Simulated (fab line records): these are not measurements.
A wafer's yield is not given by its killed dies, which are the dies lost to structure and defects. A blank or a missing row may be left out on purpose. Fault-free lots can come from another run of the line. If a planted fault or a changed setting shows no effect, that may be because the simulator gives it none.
Split-lot trial	flow n5_finfet	39 wafers read from 7 lots, route of 1938 steps

## THE SPLIT ITSELF
At N5_MOL_CONTACT_COAG_PRECLEAN_111 (cleans in NF3:NH3, afs cycles 1, time 20 s, sublimation time 60 s), the setting time_s was moved away from the recipe's 20 s on 12 of the 39 wafers read, by -55.4% to +55.5%. For the rest of the wafers, this setting stayed at what the recipe calls for.

## FROM THE SPLIT TO THE READING: what the file shows between them, 8 steps
- N5_MOL_CONTACT_COAG_TI_SIL_19: material Ti, target thk 4.2 nm, time 15 s
- N5_MOL_CONTACT_COAG_ALD_20: deposits TiN, target thk 1.5 nm, pulse time 1 s, purge time 3 s
- N5_MOL_CONTACT_COAG_WET_ETCH_26: target Co, target depth 13 nm
- N5_MOL_CONTACT_COAG_WET_ETCH_116: etches the open film in SC1-inhibited, target depth 4.6 nm, rinse time 30 s
- N5_MOL_CONTACT_COAG_ALD_27: deposits SiOC, target thk 17 nm, pulse time 1.5 s, time 2720 s
- N5_MOL_CONTACT_COAG_CMP_28: polishes, stops on SiNx, t overpolish 0.85 s, target thk 14.522 nm
- N5_MOL_CONTACT_COAG_VIA_ETCH_46: etches SiO2 in C4F6/O2, target depth 46 nm, overetch 9.2 nm, time 40 s
- N5_MOL_CONTACT_COAG_STRIP_96: strips in N2/H2

## THE READING
etch.depth_nm (the simulator's own value, which no gauge read), in nm, at N5_MOL_CONTACT_COAG_ETCH_47 (etches SiNx in CH3F/O2, stops on W, target depth 27 nm). No usual value for it is given in the file. Across the 27 wafers here that went through the recipe, the average is 17.92 nm and the standard deviation 0.079 nm.

wafer	tool, chamber at the split	time_s as run, s	against the recipe	etch.depth_nm, nm	against lot-mates on the recipe
L076.1	remote_plasma-02, 0	20	recipe	17.97	-
L076.2	remote_plasma-02, 0	20	recipe	17.87	-
L076.3	remote_plasma-02, 0	31.11	+55.5%	17.46	-0.41
L076.4	remote_plasma-02, 0	31.11	+55.5%	17.61	-0.26
L076.5	remote_plasma-02, 0	31.11	+55.5%	17.6	-0.27
L076.6	remote_plasma-02, 0	20	recipe	17.76	-
L077.1	remote_plasma-02, 1	20	recipe	18.03	-
L077.2	remote_plasma-02, 1	20	recipe	17.91	-
L077.3	remote_plasma-02, 1	20	recipe	17.86	-
L077.4	remote_plasma-02, 1	20	recipe	17.96	-
L077.5	remote_plasma-02, 1	20	recipe	17.88	-
L077.6	remote_plasma-02, 1	20	recipe	17.89	-
L078.1	remote_plasma-02, 0	28.6	+43.0%	17.66	-0.31
L078.2	remote_plasma-02, 0	20	recipe	17.84	-
L078.3	remote_plasma-02, 0	20	recipe	18.11	-
L078.4	remote_plasma-02, 0	28.6	+43.0%	17.73	-0.24
L078.6	remote_plasma-02, 0	28.6	+43.0%	17.73	-0.24
L078.5	remote_plasma-02, 0	20	recipe	17.97	-
L080.1	remote_plasma-01, 0	20	recipe	17.9	-
L080.2	remote_plasma-01, 0	20	recipe	17.83	-
L080.5	remote_plasma-01, 0	20	recipe	17.83	-
L080.3	remote_plasma-01, 0	20	recipe	17.92	-
L080.4	remote_plasma-01, 0	20	recipe	17.85	-
L080.6	remote_plasma-01, 0	20	recipe	17.91	-
L092.1	remote_plasma-02, 0	20	recipe	18	-
L092.2	remote_plasma-02, 0	20	recipe	18.07	-
L092.3	remote_plasma-02, 0	8.928	-55.4%	18.26	+0.26
L092.4	remote_plasma-02, 0	8.928	-55.4%	18.4	+0.40
L092.6	remote_plasma-02, 0	8.928	-55.4%	18.4	+0.40
L092.5	remote_plasma-02, 0	20	recipe	17.92	-
L095.1	remote_plasma-02, 0	20	recipe	18.02	-
L095.2	remote_plasma-02, 0	20	recipe	17.93	-
L095.3	remote_plasma-02, 0	20	recipe	17.86	-
L095.4	remote_plasma-02, 0	14.91	-25.4%	18.17	+0.23
L095.5	remote_plasma-02, 0	14.91	-25.4%	18.01	+0.07
L095.6	remote_plasma-02, 0	14.91	-25.4%	18.11	+0.17
L096.1	remote_plasma-02, 1	20	recipe	17.86	-
L096.2	remote_plasma-02, 1	20	recipe	17.87	-
L096.6	remote_plasma-02, 1	20	recipe	17.97	-

FIT RESULTS
A straight line over all 39 wafers: etch.depth_nm changes by -0.00671 nm for each +1% of time_s; r = -0.91; the points scatter about the line by 0.08 nm.
The same after taking each lot's own level away (the mean of its wafers on the recipe; 39 wafers): -0.00608 nm for each +1%; r = -0.92; scatter 0.067 nm.
According to that fit, moving time_s by its largest amount changes the reading by 0.34 nm.
From 17.867 to 17.997 nm: that is the span of the lots' own levels, equal to 1.6 times the standard deviation above.
In other words, the slope is changed by the lot-to-lot level; the two fits disagree.
Check: -0.322 nm against its lot-mates is what the line predicts for one of the wafers moved furthest among these (+55.5%) when that wafer is left out of the fit. Against them it came out at -0.407 nm.

## THE WHOLE CHAIN: every reading that the file lists as answering this split, in the file's order
step	what it does	reading	change (the file's fit)	r (the file's)
N5_MOL_CONTACT_COAG_PRECLEAN_111	cleans in NF3:NH3, afs cycles 1, time 20 s, sublimation time 60 s	SiNx_of_SPACER0_ALD_07.thk_nm (the simulator's own value, which no gauge read)	-0.0078 nm for each +1% of the setting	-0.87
N5_MOL_CONTACT_COAG_WET_ETCH_116	etches the open film in SC1-inhibited, target depth 4.6 nm, rinse time 30 s	SiNx_of_GATE_CUT_SAC_CAP_01.thk_nm (the simulator's own value, which no gauge read)	-0.00599 nm for each +1% of the setting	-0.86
N5_MOL_CONTACT_COAG_ETCH_47	etches SiNx in CH3F/O2, stops on W, target depth 27 nm	etch.depth_nm (the simulator's own value, which no gauge read)	-0.00606 nm for each +1% of the setting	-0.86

## FILE'S OWN FIT
etch.depth_nm changes by -0.00606 nm for each +1% of time_s, r = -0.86.
